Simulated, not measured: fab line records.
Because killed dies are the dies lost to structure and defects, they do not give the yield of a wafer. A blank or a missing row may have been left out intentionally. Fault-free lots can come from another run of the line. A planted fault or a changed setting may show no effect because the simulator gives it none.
fab line records -- flow nand_harc -- part 1 of 2: steps 1 to 21 of 32
record: lots: 5, wafers: 15, last_day: 34
route steps=1302 shown A_BONDPAD@1214 HYBRID_BOND@1237 THIN_TSV@1244
lots that met no fault: from a run of the same line without faults
start_h: start of the lot's first displayed wafer, in hours after the record's first day -- wait_h: hours since the lot's step before -- " unchanged from the row above -- L1.1+2: several wafers, shown together as one row -- - value missing, or start not given -- * or withheld: withheld -- < > ~ a bound
route shown NAME@n: NAME is a module with steps in the file, n the number in the route of the first one -- usual: mean and standard deviation over wafers with no fault -- same: alike in all rows -- chamber/n: place in a boat -- sites: per-site readings -- _std_site: the values' standard deviation -- _edge_site: inner sites' mean taken away from outer sites' mean -- radius_mm: for every site, how far away it sits from the centre of the wafer -- mask NAME#n: copy n -- behind: the most recent tool/chamber to have shaped the wafer -- hold: why the lot went on hold/how many hours it stayed there/how the hold came to an end -- device: transistor that didn't switch, given as n, p or np -- end of line: the same wafers' tests at the end of the route -- where a step has no rows: the recipe by itself -- killed: count of dies lost to structure and defects at first sort (not the wafer's yield) -- map: a wafer's dies, marking killed ones x, the rest . and places with no die _
set.NAME: the run value of the setting; set.NAME@STEP: its run value at that earlier step -- model.NAME: the simulator's own value behind a step, which no gauge read
lots at some steps of the route; a table a step, a row a wafer
services: a tool's chamber out of use, with start hour (start_h, from the record's first day; less than 0 if before it), hours out, and reason
== steps ==
step: NHARC_A_BONDPAD_DEVELOP_08
recipe: time_s: 50, dev_temp_c: 22
lot.wafer,tool,chamber,start_h,wait_h
L078.2+3+5,litho_track-05,0,-,-
L082.3+5+6,litho_track-03,0,-,-
L085.1+4+5,litho_track-07,0,-,-
L094.1+2+3,litho_track-07,0,-,-
L095.3+4+6,litho_track-07,0,-,-
step: NHARC_A_BONDPAD_CD_MEAS_09
recipe: target_cd_nm: 500, landing_energy_ev: 500
usual: cd_nm: 499.6/1.4
lot.wafer,tool,chamber,start_h,wait_h,cd_nm
L078.2,cd_sem-03,0,561.80,-,501.1
L078.3,cd_sem-03,0,561.80,-,501.4
L078.5,cd_sem-03,0,561.80,-,500.8
L082.3,cd_sem-03,0,589.58,-,499.3
L082.5,cd_sem-03,0,589.58,-,499.2
L082.6,cd_sem-03,0,589.58,-,500.2
L085.1,cd_sem-03,0,636.70,-,499.5
L085.4,cd_sem-03,0,636.70,-,498.5
L085.5,cd_sem-03,0,636.70,-,497.9
L094.1,cd_sem-01,0,720.13,-,502.1
L094.2,cd_sem-01,0,720.13,-,499.1
L094.3,cd_sem-01,0,720.13,-,500.2
L095.3,cd_sem-02,0,772.31,-,503.4
L095.4,cd_sem-02,0,772.31,-,499.1
L095.6,cd_sem-02,0,772.31,-,501.0
step: NHARC_A_BONDPAD_OVL_MEAS_35
usual: overlay_x_nm: -1/5.8, overlay_y_nm: 1/5.5
lot.wafer,tool,chamber,start_h,wait_h,overlay_x_nm,overlay_y_nm
L078.2,overlay-01,-,561.91,-,-7,-9
L078.3,overlay-01,-,561.91,-,-7,-9
L078.5,overlay-01,-,561.91,-,-7,-9
L082.3,overlay-01,-,589.66,-,-6,3
L082.5,overlay-01,-,589.66,-,-6,2
L082.6,overlay-01,-,589.66,-,-7,2
L085.1,overlay-02,-,636.79,-,-6,-6
L085.4,overlay-02,-,636.79,-,-7,-5
L085.5,overlay-02,-,636.79,-,-7,-5
L094.1,overlay-02,-,720.21,-,1,2
L094.2,overlay-02,-,720.21,-,1,2
L094.3,overlay-02,-,720.21,-,1,2
L095.3,overlay-01,-,772.39,-,-3,0
L095.4,overlay-01,-,772.39,-,-3,0
L095.6,overlay-01,-,772.39,-,-3,0
step: NHARC_A_BONDPAD_HARDBAKE_10
recipe: temp_c: 118, time_s: 65
lot.wafer,tool,chamber,start_h,wait_h
L078.2+3+5,litho_track-03,0,561.96,0.0
L082.3+5+6,litho_track-07,0,589.71,0.1
L085.1+4+5,litho_track-07,0,636.83,0.0
L094.1+2+3,litho_track-03,0,720.26,0.0
L095.3+4+6,litho_track-03,0,772.44,0.1
step: NHARC_A_BONDPAD_DESCUM_11
recipe: time_s: 3, o2_flow_sccm: 200, ar_flow_sccm: 0, bias_power_w: 0, chemistry: O2
usual: drypump_motor_current_A: 5.6/0.51, o2_flow_sccm: 200.0/0.58, oes_product_au: 0.999/0.009, rf_vpp_V: 57.7/0.82, showerhead_plenum_p_Torr: 1.90/0.057, throttle_valve_pct: 11.311/0.0084
lot.wafer,tool,chamber,start_h,wait_h,drypump_motor_current_A,o2_flow_sccm,oes_product_au,rf_hours_counter_h,rf_vpp_V,showerhead_plenum_p_Torr,throttle_valve_pct
L078.3,rie_diel-03,3,562.05,-,5.0,199.1,0.992,3,58.3,1.95,11.310
L078.2,rie_diel-03,0,562.05,-,6.0,199.9,0.994,3,58.0,1.88,11.309
L078.5,rie_diel-03,1,562.05,-,5.7,199.7,0.999,-,58.3,1.95,11.306
L082.3,rie_diel-01,2,589.81,-,5.9,200.7,1.003,2,57.0,1.98,11.323
L082.6,rie_diel-01,3,589.81,-,5.5,199.3,0.998,-,57.6,1.81,11.322
L082.5,rie_diel-01,0,589.81,-,6.5,200.2,1.001,-,57.7,1.90,11.316
L085.1,rie_diel-07,0,636.91,-,6.5,199.3,0.993,46,56.9,2.00,11.315
L085.4,rie_diel-07,3,636.91,-,6.1,200.0,0.999,54,56.4,1.82,11.304
L085.5,rie_diel-07,0,636.91,-,6.4,199.2,0.999,-,57.7,2.00,11.288
L094.2,rie_diel-01,0,720.34,-,6.5,200.3,1.015,24,58.2,1.89,11.303
L094.1,rie_diel-01,2,720.34,-,5.9,199.5,1.009,22,58.1,1.98,11.319
L094.3,rie_diel-01,3,720.34,-,5.5,200.0,1.001,24,56.6,1.81,11.310
L095.4,rie_diel-01,3,772.53,-,5.5,199.8,0.992,6,59.1,1.80,11.320
L095.3,rie_diel-01,0,772.53,-,6.5,200.6,0.992,6,58.4,1.89,11.306
L095.6,rie_diel-01,1,772.53,-,5.3,199.9,0.988,-,58.3,1.93,11.312
step: NHARC_A_BONDPAD_ETCH_34
recipe: target_depth_a: 600, overetch_a: 180, time_s: 65.91, ion_energy_ev: 200, n2_flow_sccm: 150, h2_flow_sccm: 150, ar_flow_sccm: 0, rf_w: 400, bias_w: 150, chemistry: N2/H2
usual: drypump_motor_current_A: 5.6/0.49, oes_product_au: 1.001/0.0089, rf_fwd_power_W: 396.4/1.7, rf_vpp_V: 430.3/2, showerhead_plenum_p_Torr: 2.03/0.063, throttle_valve_pct: 14.172/0.0082
lot.wafer,tool,chamber,start_h,wait_h,drypump_motor_current_A,oes_product_au,rf_fwd_power_W,rf_hours_counter_h,rf_vpp_V,showerhead_plenum_p_Torr,throttle_valve_pct
L078.2,rie_diel-03,3,562.13,0.1,5.0,0.989,395.9,3,431.8,2.08,14.176
L078.3,rie_diel-03,0,562.13,0.1,6.0,0.982,398.3,3,428.6,2.00,14.163
L078.5,rie_diel-03,1,562.13,0.1,5.7,0.989,395.1,-,432.3,2.08,14.189
L082.3,rie_diel-01,3,589.88,0.1,5.5,1.015,398.5,3,427.9,1.93,14.179
L082.6,rie_diel-01,1,589.88,0.1,5.3,1.015,398.4,-,431.2,2.07,14.181
L082.5,rie_diel-01,2,589.88,0.1,5.9,1.009,396.8,-,432.4,2.12,14.167
L085.4,rie_diel-07,3,637.00,0.1,6.1,1.006,393.3,54,426.6,1.93,14.174
L085.1,rie_diel-07,0,637.00,0.1,6.5,1.005,395.7,46,434.1,2.14,14.177
L085.5,rie_diel-07,3,637.00,0.1,6.1,1.017,393.1,-,427.1,1.93,14.163
L094.3,rie_diel-01,1,720.42,0.1,5.3,0.996,395.5,17,431.5,2.06,14.171
L094.1,rie_diel-01,3,720.42,0.1,5.5,1.005,396.1,24,428.5,1.92,14.186
L094.2,rie_diel-01,0,720.42,0.1,6.5,1.005,398.3,24,430.4,2.02,14.183
L095.3,rie_diel-01,0,772.60,0.1,6.5,0.988,398.5,6,428.9,2.02,14.184
L095.4,rie_diel-01,2,772.60,0.1,5.8,0.995,399.5,5,431.9,2.11,14.179
L095.6,rie_diel-01,3,772.60,0.1,5.5,0.991,397.1,-,427.0,1.92,14.166
step: NHARC_A_BONDPAD_ETCH_12
recipe: target_depth_a: 2200, time_s: 110, chf3_flow_sccm: 50, o2_flow_sccm: 10, ar_flow_sccm: 200, rf_w: 500, bias_w: 200, chemistry: CHF3/O2
usual: drypump_motor_current_A: 5.6/0.49, o2_flow_sccm: 9.997/0.027, oes_product_au: 0.943/0.019, rf_fwd_power_W: 496.7/1.7, rf_vpp_V: 370.3/1.7, showerhead_plenum_p_Torr: 2.39/0.068, throttle_valve_pct: 20.572/0.0079
lot.wafer,tool,chamber,start_h,wait_h,drypump_motor_current_A,o2_flow_sccm,oes_product_au,rf_fwd_power_W,rf_hours_counter_h,rf_vpp_V,showerhead_plenum_p_Torr,throttle_valve_pct
L078.3,rie_diel-03,2,-,-,5.0,10.010,0.955,496.8,3,367.7,2.31,20.563
L078.2,rie_diel-03,3,-,-,5.0,9.950,0.981,498.6,3,370.1,2.45,20.565
L078.5,rie_diel-03,3,-,-,5.0,10.015,0.970,497.0,-,371.4,2.45,20.570
L082.3,rie_diel-01,2,-,-,5.8,10.075,0.923,495.6,2,372.0,2.49,20.570
L082.5,rie_diel-01,1,-,-,5.3,9.997,0.920,495.4,-,370.1,2.43,20.567
L082.6,rie_diel-01,2,-,-,5.9,10.008,0.924,495.9,-,372.8,2.49,20.588
L085.4,rie_diel-07,1,-,-,5.7,9.983,0.921,498.5,45,368.8,2.33,20.580
L085.1,rie_diel-07,3,-,-,6.2,9.963,0.933,494.7,54,367.7,2.29,20.587
L085.5,rie_diel-07,0,-,-,6.5,9.999,0.933,498.2,-,373.2,2.51,20.576
L094.2,rie_diel-01,0,-,-,6.5,10.008,0.935,494.4,24,370.7,2.38,20.574
L094.1,rie_diel-01,1,-,-,5.3,10.005,0.932,497.7,17,371.9,2.43,20.578
L094.3,rie_diel-01,2,-,-,5.9,9.978,0.930,497.2,22,371.8,2.48,20.562
L095.4,rie_diel-01,3,-,-,5.5,10.045,0.923,496.6,6,367.6,2.27,20.581
L095.3,rie_diel-01,0,-,-,6.5,9.984,0.913,497.8,6,370.1,2.37,20.572
L095.6,rie_diel-01,0,-,-,6.5,10.003,0.926,496.1,-,371.1,2.37,20.564
step: NHARC_A_BONDPAD_CD_MEAS_13
usual: cd_nm: 499.1/1.5
lot.wafer,tool,chamber,start_h,wait_h,cd_nm
L078.2,cd_sem-03,-,562.36,-,502.6
L078.3,cd_sem-03,-,562.36,-,501.2
L078.5,cd_sem-03,-,562.36,-,501.1
L082.3,cd_sem-01,-,590.11,-,498.2
L082.5,cd_sem-01,-,590.11,-,498.3
L082.6,cd_sem-01,-,590.11,-,499.2
L085.1,cd_sem-03,-,637.23,-,498.9
L085.4,cd_sem-03,-,637.23,-,498.8
L085.5,cd_sem-03,-,637.23,-,497.5
L094.1,cd_sem-02,-,720.66,-,501.5
L094.2,cd_sem-02,-,720.66,-,497.9
L094.3,cd_sem-02,-,720.66,-,498.9
L095.3,cd_sem-01,-,772.83,-,502.9
L095.4,cd_sem-01,-,772.83,-,498.3
L095.6,cd_sem-01,-,772.83,-,499.7
step: NHARC_A_BONDPAD_STRIP_15
recipe: o2_flow_sccm: 500, ar_flow_sccm: 0, bias_w: 0, chemistry: O2
usual: drypump_motor_current_A: 5.7/0.5, o2_flow_sccm: 499.9/1.4, oes_product_au: 0.998/0.0097, rf_vpp_V: 57.7/0.85, showerhead_plenum_p_Torr: 3.50/0.1, throttle_valve_pct: 17.035/0.0087
lot.wafer,tool,chamber,start_h,wait_h,drypump_motor_current_A,o2_flow_sccm,oes_product_au,rf_hours_counter_h,rf_vpp_V,showerhead_plenum_p_Torr,throttle_valve_pct
L078.3,rie_diel-03,1,562.45,0.1,5.8,501.9,0.984,3,57.8,3.58,17.025
L078.2,rie_diel-03,3,562.45,0.1,5.0,500.0,0.993,3,58.0,3.59,17.037
L078.5,rie_diel-03,0,562.45,0.1,6.0,499.7,0.989,-,58.4,3.47,17.039
L082.3,rie_diel-03,0,590.22,0.1,6.0,499.8,0.991,4,58.3,3.47,17.027
L082.6,rie_diel-03,1,590.22,0.1,5.7,499.3,0.987,-,59.1,3.58,17.047
L082.5,rie_diel-03,2,590.22,0.1,5.0,503.2,1.004,-,58.7,3.39,17.031
L085.4,rie_diel-01,0,637.33,0.1,6.5,499.5,1.013,11,57.2,3.50,17.036
L085.1,rie_diel-01,1,637.33,0.1,5.3,501.1,1.014,6,57.3,3.57,17.031
L085.5,rie_diel-01,2,637.33,0.1,5.8,500.9,1.020,-,58.6,3.64,17.032
L094.1,rie_diel-03,0,720.75,0.1,6.0,498.0,0.979,3,58.4,3.47,17.038
L094.2,rie_diel-03,1,720.75,0.1,5.7,498.2,0.980,3,58.3,3.58,17.042
L094.3,rie_diel-03,2,720.75,0.1,5.0,500.5,0.995,3,57.2,3.39,17.025
L095.3,rie_diel-01,1,772.92,0.1,5.3,501.4,0.991,5,59.3,3.56,17.047
L095.4,rie_diel-01,2,772.92,0.1,5.9,499.1,1.014,5,57.9,3.63,17.049
L095.6,rie_diel-01,1,772.92,0.1,5.3,501.2,1.003,-,57.2,3.56,17.039
step: NHARC_A_BONDPAD_ETCH_24
recipe: target_depth_a: 300, over_etch_frac: 0.3, time_s: 72.99, ion_energy_ev: 150, cf4_flow_sccm: 50, n2_flow_sccm: 100, ar_flow_sccm: 150, rf_w: 300, bias_w: 100, chemistry: CF4/N2
usual: drypump_motor_current_A: 5.7/0.49, oes_product_au: 0.997/0.0089, rf_fwd_power_W: 297.3/1.4, rf_vpp_V: 313.8/1.5, showerhead_plenum_p_Torr: 2.60/0.078, throttle_valve_pct: 19.796/0.0083
lot.wafer,tool,chamber,start_h,wait_h,drypump_motor_current_A,oes_product_au,rf_fwd_power_W,rf_hours_counter_h,rf_vpp_V,showerhead_plenum_p_Torr,throttle_valve_pct
L078.2,rie_diel-03,2,-,-,5.0,1.007,297.8,3,311.7,2.52,19.791
L078.3,rie_diel-03,0,-,-,6.0,1.009,297.0,3,314.9,2.58,19.793
L078.5,rie_diel-03,3,-,-,5.0,1.002,298.2,-,314.9,2.68,19.816
L082.3,rie_diel-03,2,-,-,5.0,1.007,297.3,4,312.5,2.52,19.809
L082.6,rie_diel-03,1,-,-,5.7,0.995,296.6,-,314.5,2.67,19.801
L082.5,rie_diel-03,2,-,-,5.0,1.017,297.2,-,312.8,2.52,19.798
L085.1,rie_diel-01,2,-,-,5.9,1.017,300.7,11,315.3,2.71,19.791
L085.4,rie_diel-01,3,-,-,5.5,1.015,296.7,11,311.8,2.49,19.795
L085.5,rie_diel-01,1,-,-,5.3,1.003,295.6,-,315.0,2.66,19.799
L094.1,rie_diel-03,2,-,-,5.0,0.990,297.9,3,311.4,2.52,19.788
L094.2,rie_diel-03,3,-,-,5.0,0.991,296.6,3,314.1,2.67,19.790
L094.3,rie_diel-03,1,-,-,5.7,0.992,296.8,3,314.3,2.67,19.790
L095.3,rie_diel-01,0,-,-,6.5,1.006,298.5,7,313.8,2.60,19.800
L095.4,rie_diel-01,3,-,-,5.5,1.011,296.0,6,312.4,2.48,19.798
L095.6,rie_diel-01,1,-,-,5.3,1.001,297.7,-,315.6,2.65,19.788
step: NHARC_A_BONDPAD_STRIP_16
recipe: time_s: 600, temp_c: 30, chemistry: post_etch_residue_remover
usual: temp_c: 30.00/0.11
lot.wafer,tool,chamber,start_h,wait_h,temp_c
L078.2,wet_bench-08,3,562.72,-,30.15
L078.3,wet_bench-08,5,562.72,-,29.94
L078.5,wet_bench-08,7,562.72,-,29.92
L082.5,wet_bench-10,0,590.46,-,30.08
L082.6,wet_bench-10,1,590.46,-,29.94
L082.3,wet_bench-10,4,590.46,-,30.13
L085.1,wet_bench-08,2,637.58,-,30.05
L085.4,wet_bench-08,4,637.58,-,29.82
L085.5,wet_bench-08,7,637.58,-,30.05
L094.2,wet_bench-08,3,721.01,-,30.03
L094.1,wet_bench-08,5,721.01,-,30.18
L094.3,wet_bench-08,6,721.01,-,30.04
L095.3,wet_bench-10,7,773.19,-,30.08
L095.6,wet_bench-10,1,773.19,-,30.07
L095.4,wet_bench-10,3,773.19,-,29.87
step: NHARC_A_BONDPAD_DEGAS_25
recipe: temp_c: 300, time_s: 60
usual: heater_power_w: 452/43, susceptor_temp_C: 299.98/0.19
lot.wafer,tool,chamber,start_h,wait_h,heater_power_w,susceptor_temp_C
L078.3,pvd_sputter-02,-,562.99,-,471,300.07
L078.2,pvd_sputter-02,-,562.99,-,462,300.52
L078.5,pvd_sputter-02,-,562.99,-,474,299.66
L082.3,pvd_sputter-02,-,590.74,-,461,300.12
L082.6,pvd_sputter-02,-,590.74,-,538,299.68
L082.5,pvd_sputter-02,-,590.74,-,472,300.08
L085.1,pvd_sputter-03,-,637.86,-,497,-
L085.4,pvd_sputter-03,-,637.86,-,421,-
L085.5,pvd_sputter-03,-,637.86,-,405,-
L094.2,pvd_sputter-02,-,721.28,-,491,299.96
L094.3,pvd_sputter-02,-,721.28,-,448,300.12
L094.1,pvd_sputter-02,-,721.28,-,512,299.95
L095.4,pvd_sputter-03,-,773.45,-,436,300.26
L095.3,pvd_sputter-03,-,773.45,-,405,300.14
L095.6,pvd_sputter-03,-,773.45,-,443,300.33
step: NHARC_A_BONDPAD_PRE_CLEAN_26
recipe: time_s: 30, temp_c: 280, gas: H2/He
usual: heater_power_w: 396/38, susceptor_temp_C: 279.99/0.19
lot.wafer,tool,chamber,start_h,wait_h,heater_power_w,susceptor_temp_C
L078.2,pvd_sputter-02,-,-,-,426,280.07
L078.3,pvd_sputter-02,-,-,-,337,280.30
L078.5,pvd_sputter-02,-,-,-,463,280.12
L082.3,pvd_sputter-02,-,-,-,345,280.08
L082.6,pvd_sputter-02,-,-,-,340,280.06
L082.5,pvd_sputter-02,-,-,-,416,279.97
L085.1,pvd_sputter-03,-,-,-,356,280.11
L085.4,pvd_sputter-03,-,-,-,376,279.80
L085.5,pvd_sputter-03,-,-,-,353,280.07
L094.1,pvd_sputter-02,-,-,-,451,279.94
L094.2,pvd_sputter-02,-,-,-,416,280.31
L094.3,pvd_sputter-02,-,-,-,334,280.46
L095.4,pvd_sputter-03,-,-,-,383,279.89
L095.3,pvd_sputter-03,-,-,-,416,279.87
L095.6,pvd_sputter-03,-,-,-,383,280.00
step: NHARC_A_BONDPAD_PVD_17
recipe: target_thk_a: 50, bias_v: 168.6, power_w: 15000, chamber_pressure_pa: 0.12, time_s: 8.06, substrate_temp_c: 50, material: TaN
usual: throttle_valve_pct: 30.2/1.3
lot.wafer,tool,chamber,start_h,wait_h,throttle_valve_pct
L078.3,pvd_sputter-02,-,-,-,28.4
L078.2,pvd_sputter-02,-,-,-,30.6
L078.5,pvd_sputter-02,-,-,-,28.3
L082.3,pvd_sputter-02,-,-,-,28.5
L082.6,pvd_sputter-02,-,-,-,31.7
L082.5,pvd_sputter-02,-,-,-,30.7
L085.1,pvd_sputter-03,-,-,-,29.2
L085.4,pvd_sputter-03,-,-,-,32.2
L085.5,pvd_sputter-03,-,-,-,29.3
L094.2,pvd_sputter-02,-,-,-,28.8
L094.1,pvd_sputter-02,-,-,-,31.5
L094.3,pvd_sputter-02,-,-,-,31.8
L095.4,pvd_sputter-03,-,-,-,30.3
L095.3,pvd_sputter-03,-,-,-,27.7
L095.6,pvd_sputter-03,-,-,-,32.0
step: NHARC_A_BONDPAD_PVD_27
recipe: target_thk_a: 300, chamber_pressure_pa: 5, power_w: 5000, substrate_temp_c: 30, time_s: 20.49, material: Cu
usual: throttle_valve_pct: 30.3/1.4
lot.wafer,tool,chamber,start_h,wait_h,throttle_valve_pct
L078.3,pvd_sputter-02,-,-,-,28.3
L078.2,pvd_sputter-02,-,-,-,29.6
L078.5,pvd_sputter-02,-,-,-,31.9
L082.3,pvd_sputter-02,-,-,-,30.6
L082.6,pvd_sputter-02,-,-,-,32.0
L082.5,pvd_sputter-02,-,-,-,30.7
L085.1,pvd_sputter-03,-,-,-,31.4
L085.4,pvd_sputter-03,-,-,-,28.9
L085.5,pvd_sputter-03,-,-,-,32.2
L094.2,pvd_sputter-02,-,-,-,32.0
L094.1,pvd_sputter-02,-,-,-,28.9
L094.3,pvd_sputter-02,-,-,-,30.2
L095.4,pvd_sputter-03,-,-,-,27.3
L095.3,pvd_sputter-03,-,-,-,32.0
L095.6,pvd_sputter-03,-,-,-,32.0
step: NHARC_A_BONDPAD_ECD_18
recipe: target_thk_a: 4000, bath_temp_c: 25, material: Cu
lot.wafer,tool,chamber,start_h,wait_h
L078.2+3+5,ecd_cu-01,"1,0,1",563.35,-
L082.3+5+6,ecd_cu-02,"0,1,0",591.23,-
L085.1+4+5,ecd_cu-01,0,638.26,-
L094.1+2+3,ecd_cu-01,"1,0,0",721.64,-
L095.4+3+6,ecd_cu-01,"0,1,0",773.91,-
step: NHARC_A_BONDPAD_ANNEAL_28
recipe: temp_c: 225, time_s: 90
usual: wafer_temp_C_max: 226.4/0.32
lot.wafer,tool,chamber,start_h,wait_h,wafer_temp_C_max
L078.2,rtp_anneal-01,0,563.77,-,225.9
L078.3,rtp_anneal-01,0,563.77,-,225.9
L078.5,rtp_anneal-01,0,563.77,-,225.9
L082.3,rtp_anneal-02,0,591.56,-,226.7
L082.5,rtp_anneal-02,0,591.56,-,226.7
L082.6,rtp_anneal-02,0,591.56,-,226.3
L085.1,rtp_anneal-02,0,638.58,-,225.6
L085.4,rtp_anneal-02,0,638.58,-,226.5
L085.5,rtp_anneal-02,0,638.58,-,226.2
L094.1,rtp_anneal-02,0,722.01,-,226.7
L094.2,rtp_anneal-02,0,722.01,-,226.3
L094.3,rtp_anneal-02,0,722.01,-,226.6
L095.3,rtp_anneal-02,0,774.32,-,226.1
L095.4,rtp_anneal-02,0,774.32,-,227.3
L095.6,rtp_anneal-02,0,774.32,-,226.4
step: NHARC_A_BONDPAD_CMP_19
recipe: t_overpolish_s: 30, cu_recess_touch_s: 16, target_thk_nm: 169.82
usual: motor_current_A: 11.6/0.72, overpolish_run_s: 30.000/0.0094
lot.wafer,tool,chamber,start_h,wait_h,motor_current_A,overpolish_run_s
L078.3,cmp-03,1,564.09,-,10.6,30.013
L078.2,cmp-03,3,564.09,-,12.5,30.010
L078.5,cmp-03,0,564.09,-,10.5,30.000
L082.3,cmp-04,1,591.81,-,12.7,29.996
L082.5,cmp-04,1,591.81,-,12.0,30.023
L082.6,cmp-04,2,591.81,-,11.3,29.995
L085.4,cmp-03,0,638.92,-,10.2,29.991
L085.1,cmp-03,1,638.92,-,10.5,29.989
L085.5,cmp-03,0,638.92,-,10.0,29.991
L094.2,cmp-04,3,722.36,-,12.3,30.001
L094.1,cmp-04,1,722.36,-,12.6,30.005
L094.3,cmp-04,2,722.36,-,11.4,30.005
L095.3,cmp-03,0,774.57,-,10.2,30.007
L095.4,cmp-03,1,774.57,-,10.7,29.997
L095.6,cmp-03,0,774.57,-,10.2,30.008
step: NHARC_A_BONDPAD_THK_MEAS_20
recipe: thk_meas_gauge: xrf
usual: thk_nm: 169.7/1.5
lot.wafer,tool,chamber,start_h,wait_h,thk_nm
L078.2,film_metro-01,-,564.39,-,169.7
L078.3,film_metro-01,-,564.39,-,170.1
L078.5,film_metro-01,-,564.39,-,169.4
L082.3,film_metro-02,-,592.13,-,170.4
L082.5,film_metro-02,-,592.13,-,170.8
L082.6,film_metro-02,-,592.13,-,170.9
L085.1,film_metro-01,-,639.25,-,169.2
L085.4,film_metro-01,-,639.25,-,170.5
L085.5,film_metro-01,-,639.25,-,168.5
L094.1,film_metro-01,-,722.68,-,167.7
L094.2,film_metro-01,-,722.68,-,171.1
L094.3,film_metro-01,-,722.68,-,169.8
L095.3,film_metro-01,-,774.89,-,168.6
L095.4,film_metro-01,-,774.89,-,167.1
L095.6,film_metro-01,-,774.89,-,168.4
step: NHARC_A_BONDPAD_SRD_21
recipe: time_s: 30, temp_c: 23, dry_time_s: 20, spin_rpm: 1500
usual: temp_c: 23.01/0.12
lot.wafer,tool,chamber,start_h,wait_h,temp_c
L078.5,wet_bench-08,7,564.43,0.0,23.12
L078.3,wet_bench-08,0,564.43,0.0,23.09
L078.2,wet_bench-08,2,564.43,0.0,23.05
L082.6,wet_bench-10,2,592.19,0.0,23.03
L082.5,wet_bench-10,3,592.19,0.0,23.15
L082.3,wet_bench-10,4,592.19,0.0,22.98
L085.4,wet_bench-08,3,639.29,0.0,22.91
L085.1,wet_bench-08,7,639.29,0.0,23.11
L085.5,wet_bench-08,0,639.29,0.0,23.03
L094.2,wet_bench-08,7,722.72,0.0,22.94
L094.1,wet_bench-08,1,722.72,0.0,23.01
L094.3,wet_bench-08,2,722.72,0.0,22.97
L095.4,wet_bench-08,0,774.94,0.0,23.03
L095.6,wet_bench-08,2,774.94,0.0,23.07
L095.3,wet_bench-08,3,774.94,0.0,23.09
step: NHARC_A_BONDPAD_INSPECT_23
usual: raw_defect_count: 555/130
lot.wafer,tool,chamber,start_h,wait_h,raw_defect_count
L078.2,defect_inspect-02,-,564.62,0.0,445
L078.3,defect_inspect-02,-,564.62,0.0,634
L078.5,defect_inspect-02,-,564.62,0.0,361
L082.3,defect_inspect-01,-,592.34,0.0,430
L082.5,defect_inspect-01,-,592.34,0.0,405
L082.6,defect_inspect-01,-,592.34,0.0,497
L085.1,defect_inspect-01,-,639.47,0.0,693
L085.4,defect_inspect-01,-,639.47,0.0,720
L085.5,defect_inspect-01,-,639.47,0.0,746
L094.1,defect_inspect-02,-,722.88,0.0,368
L094.2,defect_inspect-02,-,722.88,0.0,747
L094.3,defect_inspect-02,-,722.88,0.0,448
L095.3,defect_inspect-01,-,775.12,0.0,717
L095.4,defect_inspect-01,-,775.12,0.0,453
L095.6,defect_inspect-01,-,775.12,0.0,567
